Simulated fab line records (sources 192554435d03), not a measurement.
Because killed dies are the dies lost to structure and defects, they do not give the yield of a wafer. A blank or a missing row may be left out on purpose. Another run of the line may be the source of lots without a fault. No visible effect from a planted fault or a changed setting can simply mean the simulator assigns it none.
fab line records / flow n5-finfet
record lots=6 wafers=18 last-day=21
route steps=1938 shown TV_OPEN@1889 PAD_METAL@1893 PASSIVATION@1897
lots that met no fault: from a run of the same line without faults
start-h: hours from the record's opening day to when the first of the lot's shown wafers began / wait-h: hours from the lot's prior step to this one / " unchanged from the row above / L1.1+2: a single row standing in for several wafers / - no value present, or no start provided / * or withheld: withheld / < > ~ a bound
route shown NAME@n: NAME is a module with steps in the file, n the number in the route of the first one / usual: mean/standard deviation taken from wafers without a fault / same: alike in all rows / chamber/n: place in a boat / sites: readings site by site / _std_site: how widely they spread, as a standard deviation / _edge_site: inner sites' mean taken away from outer sites' mean / radius-mm: how far each site lies from the wafer's centre / mask NAME#n: copy n / behind: the tool/chamber that last shaped the wafer / hold: what put the lot on hold/how long, in hours/how the hold closed / device: transistor that didn't switch, given as n, p or np / end of line: tests of these same wafers at the route's end / a step without rows: its recipe alone / killed: dies that structure and defects cost at the first sort, which is not the same as the wafer's yield / map: dies across one wafer; x = killed, . = not, _ = none there
set.NAME: the setting that was run; set.NAME@STEP: the one run at that earlier step / model.NAME: the simulator's own value behind a step, which no gauge read
lots seen at some steps along the route; tables by step, rows by wafer
services: from which hour (start-h, from the record's first day; less than 0 if before it) a tool's chamber was out of use, for how many hours, and why
## steps
# step N5_PASSIVATION_STRIP_14
# recipe chemistry=O2 power-w=600 temp-c=60 pressure-mtorr=30 rf-frequency-hz=6e+07 bias-power-w=0 overash-fraction=0.5 o2-flow-sccm=225
# usual drypump-motor-current-A=5.7/0.37 oes-product-au=0.81/0.083 rf-vpp-V=3.7/0.9 showerhead-plenum-p-Torr=2.09/0.082 throttle-valve-pct=16.58/0.2
# same overash-fraction=0.5
lot.wafer=L631.1 tool=rie-diel-06 chamber=0 start-h=330.72 wait-h=0.1 drypump-motor-current-A=6.2 oes-product-au=0.76 rf-hours-counter-h=134 rf-vpp-V=2.3 showerhead-plenum-p-Torr=2.10 throttle-valve-pct=16.57
lot.wafer=L631.2 tool=rie-diel-06 chamber=1 start-h=330.72 wait-h=0.1 drypump-motor-current-A=5.5 oes-product-au=0.97 rf-hours-counter-h=11 rf-vpp-V=3.8 showerhead-plenum-p-Torr=2.14 throttle-valve-pct=16.29
lot.wafer=L631.5 tool=rie-diel-06 chamber=2 start-h=330.72 wait-h=0.1 drypump-motor-current-A=5.2 oes-product-au=0.83 rf-hours-counter-h=- rf-vpp-V=5.1 showerhead-plenum-p-Torr=2.10 throttle-valve-pct=16.20
lot.wafer=L635.1 tool=rie-diel-06 chamber=0 start-h=381.56 wait-h=0.1 drypump-motor-current-A=6.2 oes-product-au=0.76 rf-hours-counter-h=148 rf-vpp-V=4.2 showerhead-plenum-p-Torr=2.10 throttle-valve-pct=16.61
lot.wafer=L635.3 tool=rie-diel-06 chamber=1 start-h=381.56 wait-h=0.1 drypump-motor-current-A=5.5 oes-product-au=0.96 rf-hours-counter-h=24 rf-vpp-V=4.1 showerhead-plenum-p-Torr=2.14 throttle-valve-pct=16.33
lot.wafer=L635.5 tool=rie-diel-06 chamber=3 start-h=381.56 wait-h=0.1 drypump-motor-current-A=5.4 oes-product-au=0.82 rf-hours-counter-h=- rf-vpp-V=3.2 showerhead-plenum-p-Torr=2.00 throttle-valve-pct=16.48
lot.wafer=L640.1 tool=rie-diel-06 chamber=1 start-h=386.25 wait-h=0.1 drypump-motor-current-A=5.5 oes-product-au=0.95 rf-hours-counter-h=24 rf-vpp-V=2.8 showerhead-plenum-p-Torr=2.14 throttle-valve-pct=16.32
lot.wafer=L640.5 tool=rie-diel-06 chamber=2 start-h=386.25 wait-h=0.1 drypump-motor-current-A=5.2 oes-product-au=0.81 rf-hours-counter-h=- rf-vpp-V=3.2 showerhead-plenum-p-Torr=2.10 throttle-valve-pct=16.22
lot.wafer=L640.6 tool=rie-diel-06 chamber=3 start-h=386.25 wait-h=0.1 drypump-motor-current-A=5.4 oes-product-au=0.82 rf-hours-counter-h=- rf-vpp-V=4.6 showerhead-plenum-p-Torr=2.00 throttle-valve-pct=16.49
lot.wafer=L643.1 tool=rie-diel-06 chamber=0 start-h=399.17 wait-h=0.1 drypump-motor-current-A=6.3 oes-product-au=0.74 rf-hours-counter-h=152 rf-vpp-V=5.5 showerhead-plenum-p-Torr=2.10 throttle-valve-pct=16.59
lot.wafer=L643.2 tool=rie-diel-06 chamber=2 start-h=399.17 wait-h=0.1 drypump-motor-current-A=5.2 oes-product-au=0.81 rf-hours-counter-h=87 rf-vpp-V=1.9 showerhead-plenum-p-Torr=2.10 throttle-valve-pct=16.26
lot.wafer=L643.6 tool=rie-diel-06 chamber=2 start-h=399.17 wait-h=0.1 drypump-motor-current-A=5.2 oes-product-au=0.81 rf-hours-counter-h=- rf-vpp-V=2.9 showerhead-plenum-p-Torr=2.10 throttle-valve-pct=16.23
lot.wafer=L649.2 tool=rie-diel-02 chamber=3 start-h=462.13 wait-h=0.1 drypump-motor-current-A=5.8 oes-product-au=1.01 rf-hours-counter-h=2 rf-vpp-V=3.1 showerhead-plenum-p-Torr=2.17 throttle-valve-pct=16.38
lot.wafer=L649.3 tool=rie-diel-02 chamber=1 start-h=462.13 wait-h=0.1 drypump-motor-current-A=5.4 oes-product-au=0.71 rf-hours-counter-h=214 rf-vpp-V=2.2 showerhead-plenum-p-Torr=2.00 throttle-valve-pct=16.68
lot.wafer=L649.5 tool=rie-diel-02 chamber=3 start-h=462.13 wait-h=0.1 drypump-motor-current-A=5.8 oes-product-au=1.02 rf-hours-counter-h=- rf-vpp-V=1.8 showerhead-plenum-p-Torr=2.17 throttle-valve-pct=16.38
lot.wafer=L652.1 tool=rie-diel-02 chamber=2 start-h=502.74 wait-h=0.1 drypump-motor-current-A=5.7 oes-product-au=0.70 rf-hours-counter-h=239 rf-vpp-V=3.7 showerhead-plenum-p-Torr=1.90 throttle-valve-pct=16.92
lot.wafer=L652.4 tool=rie-diel-02 chamber=3 start-h=502.74 wait-h=0.1 drypump-motor-current-A=5.8 oes-product-au=0.95 rf-hours-counter-h=14 rf-vpp-V=5.8 showerhead-plenum-p-Torr=2.17 throttle-valve-pct=16.40
lot.wafer=L652.6 tool=rie-diel-02 chamber=0 start-h=502.74 wait-h=0.1 drypump-motor-current-A=5.8 oes-product-au=0.86 rf-hours-counter-h=- rf-vpp-V=3.3 showerhead-plenum-p-Torr=2.05 throttle-valve-pct=16.76
# step N5_PASSIVATION_ETCH_15
# recipe chemistry=CF4/N2 target=SiCN target-depth-a=750 taper-deg=2 time-s=81.2 ion-energy-ev=150 mask-material=SiNx pressure-mtorr=40 source-w=430 bias-w=70 Ar_flow_sccm=100 cf4-flow-sccm=60 n2-flow-sccm=60
# step N5_PASSIVATION_STRIP_73
# recipe chemistry=post-etch-residue-remover time-s=60 temp-c=25 remover-ph=withheld remover-water-wt-pct=withheld remover-fluoride-wt-pct=withheld
# step N5_PASSIVATION_SRD_17
# recipe time-s=30 temp-c=23 rinse-liquid=diw dry=n2-spin spin-rpm=1500 dry-time-s=30
# step N5_PASSIVATION_DEGAS_18
# recipe ambient=vacuum temp-c=300 time-s=60
# usual heater-power-w=461/47
lot.wafer=L631.1 tool=pvd-sputter-03 chamber=- start-h=330.95 wait-h=0.0 heater-power-w=443
lot.wafer=L631.2 tool=pvd-sputter-03 chamber=- start-h=330.95 wait-h=0.0 heater-power-w=446
lot.wafer=L631.5 tool=pvd-sputter-03 chamber=- start-h=330.95 wait-h=0.0 heater-power-w=424
lot.wafer=L635.1 tool=pvd-sputter-03 chamber=- start-h=385.46 wait-h=3.7 heater-power-w=458
lot.wafer=L635.3 tool=pvd-sputter-03 chamber=- start-h=385.46 wait-h=3.7 heater-power-w=419
lot.wafer=L635.5 tool=pvd-sputter-03 chamber=- start-h=385.46 wait-h=3.7 heater-power-w=412
lot.wafer=L640.1 tool=pvd-sputter-01 chamber=- start-h=386.81 wait-h=0.4 heater-power-w=465
lot.wafer=L640.5 tool=pvd-sputter-01 chamber=- start-h=386.81 wait-h=0.4 heater-power-w=478
lot.wafer=L640.6 tool=pvd-sputter-01 chamber=- start-h=386.81 wait-h=0.4 heater-power-w=458
lot.wafer=L643.1 tool=pvd-sputter-03 chamber=- start-h=399.47 wait-h=0.1 heater-power-w=406
lot.wafer=L643.2 tool=pvd-sputter-03 chamber=- start-h=399.47 wait-h=0.1 heater-power-w=452
lot.wafer=L643.6 tool=pvd-sputter-03 chamber=- start-h=399.47 wait-h=0.1 heater-power-w=446
lot.wafer=L649.2 tool=pvd-sputter-02 chamber=- start-h=463.16 wait-h=0.8 heater-power-w=577
lot.wafer=L649.3 tool=pvd-sputter-02 chamber=- start-h=463.16 wait-h=0.8 heater-power-w=440
lot.wafer=L649.5 tool=pvd-sputter-02 chamber=- start-h=463.16 wait-h=0.8 heater-power-w=438
lot.wafer=L652.1 tool=pvd-sputter-02 chamber=- start-h=503.11 wait-h=0.2 heater-power-w=430
lot.wafer=L652.4 tool=pvd-sputter-02 chamber=- start-h=503.11 wait-h=0.2 heater-power-w=534
lot.wafer=L652.6 tool=pvd-sputter-02 chamber=- start-h=503.11 wait-h=0.2 heater-power-w=425
# step N5_PASSIVATION_PRE_CLEAN_19
# recipe gas=H2/He time-s=* temp-c=*
# usual heater-power-w=460/47
lot.wafer=L631.1 tool=pvd-sputter-03 chamber=- start-h=330.99 wait-h=0.0 heater-power-w=457
lot.wafer=L631.2 tool=pvd-sputter-03 chamber=- start-h=330.99 wait-h=0.0 heater-power-w=455
lot.wafer=L631.5 tool=pvd-sputter-03 chamber=- start-h=330.99 wait-h=0.0 heater-power-w=424
lot.wafer=L635.1 tool=pvd-sputter-03 chamber=- start-h=385.50 wait-h=0.0 heater-power-w=449
lot.wafer=L635.3 tool=pvd-sputter-03 chamber=- start-h=385.50 wait-h=0.0 heater-power-w=426
lot.wafer=L635.5 tool=pvd-sputter-03 chamber=- start-h=385.50 wait-h=0.0 heater-power-w=412
lot.wafer=L640.1 tool=pvd-sputter-01 chamber=- start-h=386.85 wait-h=0.0 heater-power-w=468
lot.wafer=L640.5 tool=pvd-sputter-01 chamber=- start-h=386.85 wait-h=0.0 heater-power-w=469
lot.wafer=L640.6 tool=pvd-sputter-01 chamber=- start-h=386.85 wait-h=0.0 heater-power-w=479
lot.wafer=L643.1 tool=pvd-sputter-03 chamber=- start-h=399.51 wait-h=0.0 heater-power-w=423
lot.wafer=L643.2 tool=pvd-sputter-03 chamber=- start-h=399.51 wait-h=0.0 heater-power-w=456
lot.wafer=L643.6 tool=pvd-sputter-03 chamber=- start-h=399.51 wait-h=0.0 heater-power-w=442
lot.wafer=L649.2 tool=pvd-sputter-02 chamber=- start-h=463.20 wait-h=0.0 heater-power-w=564
lot.wafer=L649.3 tool=pvd-sputter-02 chamber=- start-h=463.20 wait-h=0.0 heater-power-w=436
lot.wafer=L649.5 tool=pvd-sputter-02 chamber=- start-h=463.20 wait-h=0.0 heater-power-w=422
lot.wafer=L652.1 tool=pvd-sputter-02 chamber=- start-h=503.15 wait-h=0.0 heater-power-w=434
lot.wafer=L652.4 tool=pvd-sputter-02 chamber=- start-h=503.15 wait-h=0.0 heater-power-w=533
lot.wafer=L652.6 tool=pvd-sputter-02 chamber=- start-h=503.15 wait-h=0.0 heater-power-w=435
# step N5_PASSIVATION_SPUTTER_20
# recipe material=TaN target-thk-a=500 temp-c=25 chamber-pressure-pa=0.4
# usual throttle-valve-pct=30.4/0.7
lot.wafer=L631.1 tool=pvd-sputter-03 chamber=- start-h=331.03 wait-h=0.0 throttle-valve-pct=29.4
lot.wafer=L631.2 tool=pvd-sputter-03 chamber=- start-h=331.03 wait-h=0.0 throttle-valve-pct=30.2
lot.wafer=L631.5 tool=pvd-sputter-03 chamber=- start-h=331.03 wait-h=0.0 throttle-valve-pct=30.7
lot.wafer=L635.1 tool=pvd-sputter-03 chamber=- start-h=385.54 wait-h=0.0 throttle-valve-pct=29.7
lot.wafer=L635.3 tool=pvd-sputter-03 chamber=- start-h=385.54 wait-h=0.0 throttle-valve-pct=31.7
lot.wafer=L635.5 tool=pvd-sputter-03 chamber=- start-h=385.54 wait-h=0.0 throttle-valve-pct=30.5
lot.wafer=L640.1 tool=pvd-sputter-01 chamber=- start-h=386.89 wait-h=0.0 throttle-valve-pct=30.0
lot.wafer=L640.5 tool=pvd-sputter-01 chamber=- start-h=386.89 wait-h=0.0 throttle-valve-pct=30.3
lot.wafer=L640.6 tool=pvd-sputter-01 chamber=- start-h=386.89 wait-h=0.0 throttle-valve-pct=30.5
lot.wafer=L643.1 tool=pvd-sputter-03 chamber=- start-h=399.55 wait-h=0.0 throttle-valve-pct=31.8
lot.wafer=L643.2 tool=pvd-sputter-03 chamber=- start-h=399.55 wait-h=0.0 throttle-valve-pct=29.3
lot.wafer=L643.6 tool=pvd-sputter-03 chamber=- start-h=399.55 wait-h=0.0 throttle-valve-pct=29.3
lot.wafer=L649.2 tool=pvd-sputter-02 chamber=- start-h=463.24 wait-h=0.0 throttle-valve-pct=30.4
lot.wafer=L649.3 tool=pvd-sputter-02 chamber=- start-h=463.24 wait-h=0.0 throttle-valve-pct=30.0
lot.wafer=L649.5 tool=pvd-sputter-02 chamber=- start-h=463.24 wait-h=0.0 throttle-valve-pct=30.8
lot.wafer=L652.1 tool=pvd-sputter-02 chamber=- start-h=503.19 wait-h=0.0 throttle-valve-pct=31.0
lot.wafer=L652.4 tool=pvd-sputter-02 chamber=- start-h=503.19 wait-h=0.0 throttle-valve-pct=29.6
lot.wafer=L652.6 tool=pvd-sputter-02 chamber=- start-h=503.19 wait-h=0.0 throttle-valve-pct=30.7
# step N5_PASSIVATION_AL_DEP_21
# recipe material=Al target-thk-a=28000 temp-c=400 time-s=170 power-w=30000 chamber-pressure-pa=0.4 gas=Ar
# usual cathode-dc-power-W=30000/5.6 throttle-valve-pct=30.3/0.7
lot.wafer=L631.1 tool=pvd-sputter-03 chamber=- start-h=331.13 wait-h=0.1 cathode-dc-power-W=29993 throttle-valve-pct=29.4
lot.wafer=L631.2 tool=pvd-sputter-03 chamber=- start-h=331.13 wait-h=0.1 cathode-dc-power-W=29991 throttle-valve-pct=29.9
lot.wafer=L631.5 tool=pvd-sputter-03 chamber=- start-h=331.13 wait-h=0.1 cathode-dc-power-W=29992 throttle-valve-pct=30.7
lot.wafer=L635.1 tool=pvd-sputter-03 chamber=- start-h=385.64 wait-h=0.1 cathode-dc-power-W=29993 throttle-valve-pct=29.2
lot.wafer=L635.3 tool=pvd-sputter-03 chamber=- start-h=385.64 wait-h=0.1 cathode-dc-power-W=30005 throttle-valve-pct=31.8
lot.wafer=L635.5 tool=pvd-sputter-03 chamber=- start-h=385.64 wait-h=0.1 cathode-dc-power-W=30003 throttle-valve-pct=30.3
lot.wafer=L640.1 tool=pvd-sputter-01 chamber=- start-h=386.99 wait-h=0.1 cathode-dc-power-W=30001 throttle-valve-pct=30.4
lot.wafer=L640.5 tool=pvd-sputter-01 chamber=- start-h=386.99 wait-h=0.1 cathode-dc-power-W=29996 throttle-valve-pct=30.2
lot.wafer=L640.6 tool=pvd-sputter-01 chamber=- start-h=386.99 wait-h=0.1 cathode-dc-power-W=30000 throttle-valve-pct=30.4
lot.wafer=L643.1 tool=pvd-sputter-03 chamber=- start-h=399.65 wait-h=0.1 cathode-dc-power-W=29993 throttle-valve-pct=32.1
lot.wafer=L643.2 tool=pvd-sputter-03 chamber=- start-h=399.65 wait-h=0.1 cathode-dc-power-W=29993 throttle-valve-pct=29.1
lot.wafer=L643.6 tool=pvd-sputter-03 chamber=- start-h=399.65 wait-h=0.1 cathode-dc-power-W=30007 throttle-valve-pct=29.4
lot.wafer=L649.2 tool=pvd-sputter-02 chamber=- start-h=463.34 wait-h=0.1 cathode-dc-power-W=30010 throttle-valve-pct=30.2
lot.wafer=L649.3 tool=pvd-sputter-02 chamber=- start-h=463.34 wait-h=0.1 cathode-dc-power-W=29991 throttle-valve-pct=29.9
lot.wafer=L649.5 tool=pvd-sputter-02 chamber=- start-h=463.34 wait-h=0.1 cathode-dc-power-W=30002 throttle-valve-pct=30.8
lot.wafer=L652.1 tool=pvd-sputter-02 chamber=- start-h=503.29 wait-h=0.1 cathode-dc-power-W=30006 throttle-valve-pct=30.9
lot.wafer=L652.4 tool=pvd-sputter-02 chamber=- start-h=503.29 wait-h=0.1 cathode-dc-power-W=30001 throttle-valve-pct=29.7
lot.wafer=L652.6 tool=pvd-sputter-02 chamber=- start-h=503.29 wait-h=0.1 cathode-dc-power-W=29991 throttle-valve-pct=31.1
# step N5_PASSIVATION_HMDS_23
# recipe time-s=60 temp-c=120
# step N5_PASSIVATION_COAT_24
# recipe spin-rpm=3000 resist-thk-nm=withheld
# step N5_PASSIVATION_EBR_26
# recipe solvent=PGMEA ebr-width-mm=1.5
# step N5_PASSIVATION_SOFTBAKE_25
# recipe temp-c=100 time-s=90
# step N5_PASSIVATION_EXPOSE_27
# recipe mask-id=PAD na=0.55 source-shape=conventional sigma-outer=0.8 polarization=unpolarized defocus-nm=0 dose-mj=32.3
# usual exposure-dose-mJ-cm2=32.30/0.032
lot.wafer=L631.1 tool=krf-scanner-01 chamber=0 start-h=331.54 wait-h=- mask=PAD#0 exposure-dose-mJ-cm2=32.33
lot.wafer=L631.2 tool=krf-scanner-01 chamber=0 start-h=331.54 wait-h=- mask=PAD#0 exposure-dose-mJ-cm2=32.27
lot.wafer=L631.5 tool=krf-scanner-01 chamber=0 start-h=331.54 wait-h=- mask=PAD#0 exposure-dose-mJ-cm2=32.32
lot.wafer=L635.1 tool=krf-scanner-02 chamber=0 start-h=385.94 wait-h=- mask=PAD#0 exposure-dose-mJ-cm2=32.26
lot.wafer=L635.3 tool=krf-scanner-02 chamber=0 start-h=385.94 wait-h=- mask=PAD#0 exposure-dose-mJ-cm2=32.30
lot.wafer=L635.5 tool=krf-scanner-02 chamber=0 start-h=385.94 wait-h=- mask=PAD#0 exposure-dose-mJ-cm2=32.26
lot.wafer=L640.1 tool=krf-scanner-01 chamber=0 start-h=387.41 wait-h=- mask=PAD#0 exposure-dose-mJ-cm2=32.34
lot.wafer=L640.5 tool=krf-scanner-01 chamber=0 start-h=387.41 wait-h=- mask=PAD#0 exposure-dose-mJ-cm2=32.31
lot.wafer=L640.6 tool=krf-scanner-01 chamber=0 start-h=387.41 wait-h=- mask=PAD#0 exposure-dose-mJ-cm2=32.32
lot.wafer=L643.1 tool=krf-scanner-01 chamber=0 start-h=400.07 wait-h=- mask=PAD#0 exposure-dose-mJ-cm2=32.27
lot.wafer=L643.2 tool=krf-scanner-01 chamber=0 start-h=400.07 wait-h=- mask=PAD#0 exposure-dose-mJ-cm2=32.27
lot.wafer=L643.6 tool=krf-scanner-01 chamber=0 start-h=400.07 wait-h=- mask=PAD#0 exposure-dose-mJ-cm2=32.29
lot.wafer=L649.2 tool=krf-scanner-01 chamber=0 start-h=463.64 wait-h=- mask=PAD#0 exposure-dose-mJ-cm2=36.78
lot.wafer=L649.3 tool=krf-scanner-01 chamber=0 start-h=463.64 wait-h=- mask=PAD#0 exposure-dose-mJ-cm2=36.77
lot.wafer=L649.5 tool=krf-scanner-01 chamber=0 start-h=463.64 wait-h=- mask=PAD#0 exposure-dose-mJ-cm2=36.74
lot.wafer=L652.1 tool=krf-scanner-01 chamber=0 start-h=503.59 wait-h=- mask=PAD#0 exposure-dose-mJ-cm2=36.70
lot.wafer=L652.4 tool=krf-scanner-01 chamber=0 start-h=503.59 wait-h=- mask=PAD#0 exposure-dose-mJ-cm2=36.71
lot.wafer=L652.6 tool=krf-scanner-01 chamber=0 start-h=503.59 wait-h=- mask=PAD#0 exposure-dose-mJ-cm2=36.72
# step N5_PASSIVATION_PEB_28
# recipe peb-temp-c=withheld peb-time-s=*
# step N5_PASSIVATION_DEVELOP_29
# recipe develop-time-s=60 rinse-liquid=diw dry=air-spin dev-temp-c=21
# step N5_PASSIVATION_HARDBAKE_31
# recipe temp-c=130 time-s=120
# step N5_PASSIVATION_CD_MEAS_30
# recipe target-cd-nm=4000 landing-energy-ev=500 detector=se-inlens polarity=opening
# usual cd-nm=3999.3/2.4
lot.wafer=L631.1 tool=cd-sem-02 chamber=0 start-h=331.72 wait-h=- cd-nm=4000.2
lot.wafer=L631.2 tool=cd-sem-02 chamber=0 start-h=331.72 wait-h=- cd-nm=3997.8
lot.wafer=L631.5 tool=cd-sem-02 chamber=0 start-h=331.72 wait-h=- cd-nm=3999.5
lot.wafer=L635.1 tool=cd-sem-01 chamber=0 start-h=386.11 wait-h=- cd-nm=3999.7
lot.wafer=L635.3 tool=cd-sem-01 chamber=0 start-h=386.11 wait-h=- cd-nm=4005.3
lot.wafer=L635.5 tool=cd-sem-01 chamber=0 start-h=386.11 wait-h=- cd-nm=4003.8
lot.wafer=L640.1 tool=cd-sem-02 chamber=0 start-h=387.59 wait-h=- cd-nm=4001.0
lot.wafer=L640.5 tool=cd-sem-02 chamber=0 start-h=387.59 wait-h=- cd-nm=4000.1
lot.wafer=L640.6 tool=cd-sem-02 chamber=0 start-h=387.59 wait-h=- cd-nm=4000.5
lot.wafer=L643.1 tool=cd-sem-02 chamber=0 start-h=400.25 wait-h=- cd-nm=3994.8
lot.wafer=L643.2 tool=cd-sem-02 chamber=0 start-h=400.25 wait-h=- cd-nm=3998.2
lot.wafer=L643.6 tool=cd-sem-02 chamber=0 start-h=400.25 wait-h=- cd-nm=3998.3
lot.wafer=L649.2 tool=cd-sem-01 chamber=0 start-h=463.81 wait-h=- cd-nm=4016.1
lot.wafer=L649.3 tool=cd-sem-01 chamber=0 start-h=463.81 wait-h=- cd-nm=4017.2
lot.wafer=L649.5 tool=cd-sem-01 chamber=0 start-h=463.81 wait-h=- cd-nm=4019.9
lot.wafer=L652.1 tool=cd-sem-02 chamber=0 start-h=503.77 wait-h=- cd-nm=4023.7
lot.wafer=L652.4 tool=cd-sem-02 chamber=0 start-h=503.77 wait-h=- cd-nm=4019.9
lot.wafer=L652.6 tool=cd-sem-02 chamber=0 start-h=503.77 wait-h=- cd-nm=4027.3
# step N5_PASSIVATION_OVL_MEAS_63
# recipe points-per-wafer=44
# usual PAD_OVL=-2/5.8
lot.wafer=L631.1 tool=overlay-01 chamber=0 start-h=331.75 wait-h=0.0 PAD_OVL[nm]=4
lot.wafer=L631.2 tool=overlay-01 chamber=0 start-h=331.75 wait-h=0.0 PAD_OVL[nm]=-10
lot.wafer=L631.5 tool=overlay-01 chamber=0 start-h=331.75 wait-h=0.0 PAD_OVL[nm]=2
lot.wafer=L635.1 tool=overlay-01 chamber=0 start-h=386.14 wait-h=0.0 PAD_OVL[nm]=-1
lot.wafer=L635.3 tool=overlay-01 chamber=0 start-h=386.14 wait-h=0.0 PAD_OVL[nm]=-2
lot.wafer=L635.5 tool=overlay-01 chamber=0 start-h=386.14 wait-h=0.0 PAD_OVL[nm]=5
lot.wafer=L640.1 tool=overlay-01 chamber=0 start-h=387.62 wait-h=0.0 PAD_OVL[nm]=-6
lot.wafer=L640.5 tool=overlay-01 chamber=0 start-h=387.62 wait-h=0.0 PAD_OVL[nm]=0
lot.wafer=L640.6 tool=overlay-01 chamber=0 start-h=387.62 wait-h=0.0 PAD_OVL[nm]=-8
lot.wafer=L643.1 tool=overlay-01 chamber=0 start-h=400.28 wait-h=0.0 PAD_OVL[nm]=6
lot.wafer=L643.2 tool=overlay-01 chamber=0 start-h=400.28 wait-h=0.0 PAD_OVL[nm]=3
lot.wafer=L643.6 tool=overlay-01 chamber=0 start-h=400.28 wait-h=0.0 PAD_OVL[nm]=4
lot.wafer=L649.2 tool=overlay-02 chamber=0 start-h=463.84 wait-h=0.0 PAD_OVL[nm]=-9
lot.wafer=L649.3 tool=overlay-02 chamber=0 start-h=463.84 wait-h=0.0 PAD_OVL[nm]=11
lot.wafer=L649.5 tool=overlay-02 chamber=0 start-h=463.84 wait-h=0.0 PAD_OVL[nm]=3
lot.wafer=L652.1 tool=overlay-02 chamber=0 start-h=503.80 wait-h=0.0 PAD_OVL[nm]=9
lot.wafer=L652.4 tool=overlay-02 chamber=0 start-h=503.80 wait-h=0.0 PAD_OVL[nm]=-4
lot.wafer=L652.6 tool=overlay-02 chamber=0 start-h=503.80 wait-h=0.0 PAD_OVL[nm]=-4
## services
tool=krf-scanner-02 chamber=0 start-h=339.71 hours=- kind=calibration
tool=krf-scanner-01 chamber=- start-h=351.22 hours=0.2 kind=repair
tool=krf-scanner-01 chamber=- start-h=357.58 hours=0.8 kind=pm
tool=krf-scanner-02 chamber=- start-h=368.23 hours=1.3 kind=pm
tool=krf-scanner-02 chamber=- start-h=380.22 hours=1.9 kind=repair
tool=rie-diel-02 chamber=0 start-h=384.42 hours=8.9 kind=repair
tool=krf-scanner-01 chamber=- start-h=392.48 hours=1.3 kind=pm
tool=krf-scanner-02 chamber=- start-h=398.92 hours=0.8 kind=pm
tool=rie-diel-02 chamber=1 start-h=402.36 hours=6.6 kind=repair
tool=krf-scanner-02 chamber=- start-h=405.31 hours=1.0 kind=pm
tool=rie-diel-02 chamber=2 start-h=408.53 hours=8.2 kind=repair
tool=krf-scanner-01 chamber=- start-h=412.05 hours=1.0 kind=pm
tool=rie-diel-06 chamber=- start-h=416.45 hours=15.6 kind=pm
tool=krf-scanner-01 chamber=0 start-h=416.45 hours=- kind=calibration
tool=pvd-sputter-03 chamber=- start-h=423.06 hours=8.9 kind=repair
tool=krf-scanner-01 chamber=- start-h=432.29 hours=1.0 kind=repair
tool=rie-diel-02 chamber=3 start-h=433.54 hours=- kind=clean
tool=rie-diel-02 chamber=3 start-h=433.54 hours=- kind=consumable-replace:focus-ring
tool=rie-diel-02 chamber=3 start-h=433.54 hours=21.6 kind=scheduled-down
tool=rie-diel-02 chamber=3 start-h=433.54 hours=21.6 kind=vent-cycle
tool=pvd-sputter-01 chamber=- start-h=443.95 hours=4.9 kind=repair
tool=pvd-sputter-03 chamber=- start-h=444.22 hours=1.9 kind=repair
tool=krf-scanner-02 chamber=- start-h=455.71 hours=11.6 kind=pm
tool=pvd-sputter-02 chamber=- start-h=487.64 hours=2.6 kind=repair
## key
first-sign step=N5_PASSIVATION_EXPOSE_27 reading=exposure-dose-mJ-cm2 direction=up sigmas=99+ usual=32.30 struck=36.74
effect step=N5_PASSIVATION_CD_MEAS_30 reading=cd-nm direction=up sigmas=9 usual=3999.3 struck=4020.7
met-at N5_PASSIVATION_EXPOSE_27
struck-wafers L649.2,L649.3,L649.5,L652.1,L652.4,L652.6
onset-between 400.07 463.64
fault kind=process-parameter-drift tool=krf-scanner-01 chamber=- onset-h=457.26 steps=N5_PASSIVATION_EXPOSE_27 channel=dose-mj offset=4.4111 shape=step acts-in=these-recipes-only stated=32.3
